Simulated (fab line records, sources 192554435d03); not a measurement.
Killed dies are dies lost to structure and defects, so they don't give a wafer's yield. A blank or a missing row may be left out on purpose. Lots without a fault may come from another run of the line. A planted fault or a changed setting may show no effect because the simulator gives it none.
fab line records | flow n5_finfet
record lots=7 wafers=19 last_day=18
route steps=1938 shown BEOL_M11@1561
lots that met no fault: from a run of the same line without faults
start_h: hours from the record's first day to the start of the lot's first wafer shown | wait_h: hours since the lot's step before | " the same as in the row above | L1.1+2: a row that stands for several wafers | - no value, or no start given | * or withheld: withheld | < > ~ a bound
route shown NAME@n: a module of which the file shows steps, and the number in the route of the first | usual: mean/standard deviation of fault-free wafers | same: alike in all rows | chamber/n: place in a boat | sites: the reading at each site | _std_site: their standard deviation | _edge_site: outer sites' mean less inner sites' | radius_mm: how far each site lies from the wafer's centre | mask NAME#n: copy n | behind: the tool/chamber that last shaped the wafer | hold: why the lot was held/for how many hours/how that ended | device: the transistor (n, p or np) that didn't switch | end of line: the same wafers' tests at the end of the route | a step without rows: its recipe alone | killed: dies lost to structure and defects at the first sort, not the wafer's yield | map: a wafer's dies, x killed, . not, _ none there
set.NAME: the setting as run; set.NAME@STEP: as run at that earlier step | model.NAME: the simulator's own value behind a step, which no gauge read
lots at some steps of the route; a table a step, a row a wafer
services: from which hour (start_h, from the record's first day; less than 0 if before it) a tool's chamber was out of use, for how many hours, and why
## steps
# step N5_BEOL_M11_COAT_64
# recipe resist=SiARC temp_c=220 time_s=60 spin_rpm=1500 resist_thk_nm=30
# step N5_BEOL_M11_COAT_22
# recipe resist=CAR-ArF spin_rpm=1500 resist_thk_nm=90
# step N5_BEOL_M11_EBR_24
# recipe solvent=PGMEA ebr_width_mm=1.5
# step N5_BEOL_M11_SOFTBAKE_23
# recipe temp_c=110 time_s=60 resist=CAR-ArF
# step N5_BEOL_M11_EXPOSE_25
# recipe mask_id=V10 na=1.35 source_shape=annular sigma_inner=0.5 sigma_outer=0.8 polarization=unpolarized dose_mj=85.5
# step N5_BEOL_M11_PEB_26
# recipe peb_temp_c=withheld peb_time_s=60 resist=CAR-ArF
# step N5_BEOL_M11_DEVELOP_27
# recipe develop_time_s=30 developer=TMAH resist=CAR-ArF rinse_liquid=diw dry=air_spin dev_temp_c=23
# step N5_BEOL_M11_CD_MEAS_28
# recipe target_cd_nm=70 landing_energy_ev=500 detector=se_inlens polarity=opening
# usual cd_nm=70.1/0.87
# columns lot.wafer tool chamber start_h wait_h cd_nm
L390.2 cd_sem-03 0 259.61 - 68.8
L390.4 " 0 " " 70.2
L390.5 " 0 " " 70.1
L393.2 cd_sem-03 0 280.34 - 70.4
L393.4 " 0 " " 70.2
L393.5 " 0 " " 70.2
L398.1 cd_sem-02 0 301.10 - 69.6
L398.4 " 0 " " 69.3
L398.5 " 0 " " 69.4
L399.2 cd_sem-03 0 320.13 - 69.9
L399.4 " 0 " " 69.0
L399.5 " 0 " " 69.5
L406.5 cd_sem-02 0 374.17 - 70.1
L406.6 " 0 " " 70.1
L408.5 cd_sem-01 0 382.44 - 70.6
L408.6 " 0 " " 71.9
L409.1 cd_sem-01 0 390.53 - 70.2
L409.5 " 0 " " 68.9
L409.6 " 0 " " 69.9
# step N5_BEOL_M11_OVL_MEAS_29
# recipe points_per_wafer=44
# usual V10_OVL=-0.2/0.83
# columns lot.wafer tool chamber start_h wait_h V10_OVL[nm]
L390.2 overlay-01 0 259.63 0.0 1.3
L390.4 " 0 " " 1.1
L390.5 " 0 " " 0.8
L393.2 overlay-02 0 280.37 0.0 -1.1
L393.4 " 0 " " -1.6
L393.5 " 0 " " -0.1
L398.1 overlay-02 0 301.13 0.0 0.4
L398.4 " 0 " " 0.9
L398.5 " 0 " " 0.6
L399.2 overlay-02 0 320.16 0.0 0.3
L399.4 " 0 " " 1.3
L399.5 " 0 " " -0.5
L406.5 overlay-02 0 374.20 0.0 0.4
L406.6 " 0 " " -1.5
L408.5 overlay-01 0 382.47 0.0 0.1
L408.6 " 0 " " 0.5
L409.1 overlay-01 0 390.56 0.0 0.0
L409.5 " 0 " " 1.0
L409.6 " 0 " " 0.4
# step N5_BEOL_M11_INSPECT_30
# recipe mode=adi inspect_instrument=brightfield
# usual raw_defect_count=407/89
# columns lot.wafer tool chamber start_h wait_h raw_defect_count
L390.2 defect_inspect-01 - 259.66 0.0 451
L390.4 " - " " 513
L390.5 " - " " 378
L393.2 defect_inspect-02 - 280.40 0.0 531
L393.4 " - " " 446
L393.5 " - " " 483
L398.1 defect_inspect-01 - 301.16 0.0 306
L398.4 " - " " 303
L398.5 " - " " 264
L399.2 defect_inspect-01 - 320.19 0.0 402
L399.4 " - " " 476
L399.5 " - " " 251
L406.5 defect_inspect-02 - 374.22 0.0 383
L406.6 " - " " 398
L408.5 defect_inspect-01 - 382.49 0.0 420
L408.6 " - " " 329
L409.1 defect_inspect-01 - 390.58 0.0 225
L409.5 " - " " 303
L409.6 " - " " 196
# step N5_BEOL_M11_DESCUM_33
# recipe chemistry=O2 time_s=7.9 source_power_w=50 bias_power_w=20 pressure_mtorr=20 rf_frequency_hz=2.712e+07 temp_c=40 resist=CAR-ArF o2_flow_sccm=225
# usual bias_power_w=19.99/0.058 drypump_motor_current_A=5.8/0.35 oes_product_au=0.82/0.083 rf_fwd_power_W=49.29/0.26 rf_vpp_V=243.8/1.3 showerhead_plenum_p_Torr=2.14/0.069 throttle_valve_pct=20.43/0.22
# columns lot.wafer tool chamber start_h wait_h bias_power_w drypump_motor_current_A oes_product_au rf_fwd_power_W rf_hours_counter_h rf_vpp_V showerhead_plenum_p_Torr throttle_valve_pct
L390.2 rie_diel-04 2 259.69 0.0 20.10 5.4 0.76 49.15 136 244.4 2.21 20.70
L390.4 " 2 " " 20.09 5.4 0.76 49.20 - 245.2 2.21 20.69
L390.5 " 0 " " 20.04 6.3 1.00 49.51 - 244.4 2.25 20.52
L393.2 rie_diel-06 2 280.43 0.0 19.90 5.9 0.72 49.87 164 244.0 2.20 20.34
L393.4 " 3 " " 20.08 5.8 0.81 49.81 98 242.6 2.02 20.78
L393.5 " 0 " " 19.97 5.9 0.84 49.34 - 244.3 2.14 20.20
L398.1 rie_diel-02 0 301.25 0.1 19.99 6.5 0.97 49.02 6 244.7 2.21 20.09
L398.4 " 3 " " 20.05 5.9 0.84 49.28 75 244.3 2.14 20.46
L398.5 " 2 " " 20.08 5.2 0.86 49.32 - 244.9 2.12 20.40
L399.2 rie_diel-04 0 320.22 0.0 19.97 6.3 0.93 49.33 20 244.3 2.25 20.55
L399.4 " 3 " " 20.02 5.4 0.79 48.88 106 243.7 2.11 20.21
L399.5 " 2 " " 19.93 5.4 0.75 49.43 - 246.6 2.20 20.74
L406.5 rie_diel-02 0 374.27 0.0 20.06 6.5 0.92 49.58 - 245.7 2.21 20.11
L406.6 " 3 " " 20.03 5.9 0.81 49.38 - 242.9 2.13 20.50
L408.5 rie_diel-02 0 382.81 0.3 20.07 6.5 0.91 49.02 - 245.4 2.20 20.12
L408.6 " 3 " " 19.99 5.9 0.82 49.58 - 244.1 2.13 20.51
L409.1 rie_diel-02 0 390.62 0.0 19.97 6.5 0.91 49.23 34 245.7 2.20 20.11
L409.5 " 3 " " 20.03 5.9 0.82 48.99 - 243.3 2.13 20.51
L409.6 " 2 " " 19.92 5.2 0.83 49.39 - 243.2 2.11 20.43
# step N5_BEOL_M11_ETCH_65
# recipe chemistry=CF4 target=SiARC target_depth_a=390 mask_material=CAR-ArF time_s=65 ion_energy_ev=80 pressure_mtorr=40 source_w=545 bias_w=36 Ar_flow_sccm=100 cf4_flow_sccm=100 ends=cleared
# usual drypump_motor_current_A=5.8/0.35 etch_rf_on_time_s=65.2/2.1 oes_product_au=0.70/0.073 rf_fwd_power_W=537.2/2.9 rf_vpp_V=184.5/1.1 showerhead_plenum_p_Torr=2.18/0.064 throttle_valve_pct=15.57/0.2
# columns lot.wafer tool chamber start_h wait_h drypump_motor_current_A etch_rf_on_time_s oes_product_au rf_fwd_power_W rf_hours_counter_h rf_vpp_V showerhead_plenum_p_Torr throttle_valve_pct
L390.2 rie_diel-04 2 259.73 0.0 5.4 63.9 0.66 537.4 136 184.1 2.25 15.77
L390.4 " 2 " " 5.4 64.1 0.65 535.9 - 185.6 2.25 15.79
L390.5 " 0 " " 6.3 62.9 0.86 538.9 - 185.3 2.27 15.43
L393.2 rie_diel-06 2 280.47 0.0 5.9 68.9 0.60 543.0 164 184.4 2.22 15.37
L393.4 " 3 " " 5.9 66.5 0.68 538.2 98 183.4 2.07 15.84
L393.5 " 0 " " 5.8 63.5 0.73 539.5 - 185.1 2.19 15.32
L398.1 rie_diel-02 0 301.29 0.0 6.6 63.7 0.83 534.2 6 185.8 2.28 15.36
L398.4 " 3 " " 5.9 66.6 0.71 536.9 75 185.2 2.18 15.59
L398.5 " 2 " " 5.2 67.8 0.72 537.8 - 184.6 2.17 15.54
L399.2 rie_diel-04 0 320.25 0.0 6.3 64.4 0.79 538.0 20 186.5 2.27 15.48
L399.4 " 3 " " 5.4 61.5 0.69 531.5 106 183.5 2.17 15.40
L399.5 " 2 " " 5.3 64.4 0.64 537.3 - 185.0 2.24 15.82
L406.5 rie_diel-02 0 374.31 0.0 6.5 63.9 0.78 534.0 - 184.2 2.27 15.40
L406.6 " 3 " " 5.9 66.4 0.69 538.0 - 184.0 2.17 15.65
L408.5 rie_diel-02 0 382.86 0.0 6.5 63.8 0.76 537.1 - 185.5 2.27 15.40
L408.6 " 3 " " 5.9 67.4 0.68 535.5 - 183.6 2.17 15.64
L409.1 rie_diel-02 0 390.65 0.0 6.6 62.7 0.78 539.3 34 185.5 2.27 15.42
L409.5 " 3 " " 5.9 65.9 0.69 537.3 - 183.4 2.17 15.64
L409.6 " 2 " " 5.2 66.5 0.69 536.7 - 182.8 2.16 15.62
# step N5_BEOL_M11_ETCH_66
# recipe chemistry=N2/H2 target=SOC target_depth_a=1200 overetch_a=240 mask_material=SiARC temp_c=40 time_s=180 ion_energy_ev=200 pressure_mtorr=30 source_w=840 bias_w=150 n2_flow_sccm=200 h2_flow_sccm=200
# usual drypump_motor_current_A=5.8/0.35 oes_product_au=0.67/0.063 rf_fwd_power_W=836.3/2.7 rf_vpp_V=525.1/2.2 showerhead_plenum_p_Torr=2.59/0.078 throttle_valve_pct=17.83/0.25
# columns lot.wafer tool chamber start_h wait_h drypump_motor_current_A oes_product_au rf_fwd_power_W rf_hours_counter_h rf_vpp_V showerhead_plenum_p_Torr throttle_valve_pct model.SiARC_of_BEOL_M11_COAT_64.thk_nm
L390.2 rie_diel-04 2 259.78 0.0 5.4 0.62 833.6 136 525.1 2.67 17.92 22.2
L390.4 " 2 " " 5.4 0.62 835.9 - 526.8 2.67 17.94 22.2
L390.5 " 0 " " 6.3 0.80 837.8 - 526.9 2.72 17.79 22.2
L393.2 rie_diel-06 2 280.52 0.0 6.0 0.59 837.5 164 526.7 2.65 17.65 23.4
L393.4 " 3 " " 5.8 0.65 839.7 98 520.6 2.46 18.30 22.8
L393.5 " 0 " " 5.9 0.68 831.4 - 525.3 2.58 17.39 22.6
L398.1 rie_diel-02 0 301.34 0.0 6.6 0.78 837.2 6 529.1 2.70 17.60 22.6
L398.4 " 3 " " 5.9 0.69 836.5 75 525.5 2.58 17.80 23.2
L398.5 " 2 " " 5.2 0.70 840.0 - 524.7 2.58 17.83 23
L399.2 rie_diel-04 0 320.30 0.0 6.3 0.74 838.2 20 527.4 2.71 17.82 22.6
L399.4 " 3 " " 5.4 0.64 833.3 107 524.7 2.57 17.72 22.6
L399.5 " 2 " " 5.4 0.61 834.6 - 526.8 2.66 17.97 22.6
L406.5 rie_diel-02 0 374.39 0.1 6.5 0.73 836.1 - 528.2 2.69 17.65 22.4
L406.6 " 3 " " 5.9 0.65 835.2 - 525.0 2.57 17.83 25
L408.5 rie_diel-02 0 382.94 0.1 6.5 0.73 841.7 - 526.6 2.69 17.65 22.4
L408.6 " 3 " " 5.9 0.65 839.6 - 524.1 2.57 17.85 25.2
L409.1 rie_diel-02 0 390.70 0.0 6.5 0.72 835.1 34 528.0 2.69 17.66 22.4
L409.5 " 3 " " 5.9 0.66 835.3 - 524.6 2.57 17.82 23
L409.6 " 2 " " 5.2 0.66 834.4 - 524.3 2.57 17.89 24.8
# step N5_BEOL_M11_STRIP_69
# recipe chemistry=N2/H2 temp_c=40 n2_flow_sccm=200 h2_flow_sccm=200 rf_frequency_hz=6e+07
## services
# columns tool chamber start_h hours kind
rie_diel-04 1 256.49 - clean
rie_diel-04 1 256.49 - consumable_replace:focus_ring
rie_diel-04 1 256.49 17.6 scheduled_down
rie_diel-04 1 256.49 17.6 vent_cycle
rie_diel-06 1 256.96 4.2 repair
rie_diel-02 0 265.89 - clean
rie_diel-02 0 265.89 - consumable_replace:focus_ring
rie_diel-02 0 265.89 - consumable_replace:showerhead
rie_diel-02 0 265.89 15.8 scheduled_down
rie_diel-02 0 265.89 15.8 vent_cycle
rie_diel-06 - 301.29 2.1 repair
rie_diel-02 - 350.76 0.6 repair
rie_diel-04 - 369.49 0.5 repair
rie_diel-06 3 382.22 3.5 repair
rie_diel-06 3 387.36 10.5 repair
## key
first_sign none at tools or gauges
model_effect step=N5_BEOL_M11_ETCH_66 value=SiARC_of_BEOL_M11_COAT_64.thk_nm without=23.07 struck=25
met_at N5_BEOL_M11_ETCH_66
struck_wafers L406.6,L408.6,L409.6
sort_left_out L406.6,L408.6,L409.6
onset_between 301.34 374.39
fault kind=process_parameter_drift tool=rie_diel-02 chamber=- onset_h=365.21 steps=N5_BEOL_M11_ETCH_66 channel=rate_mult offset=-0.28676 shape=step end_h=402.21 scope=struck_wafers_only
# sort_left_out: the simulated sort isn't trusted on such a fault, so these wafers' sort isn't shown, and their yield isn't known
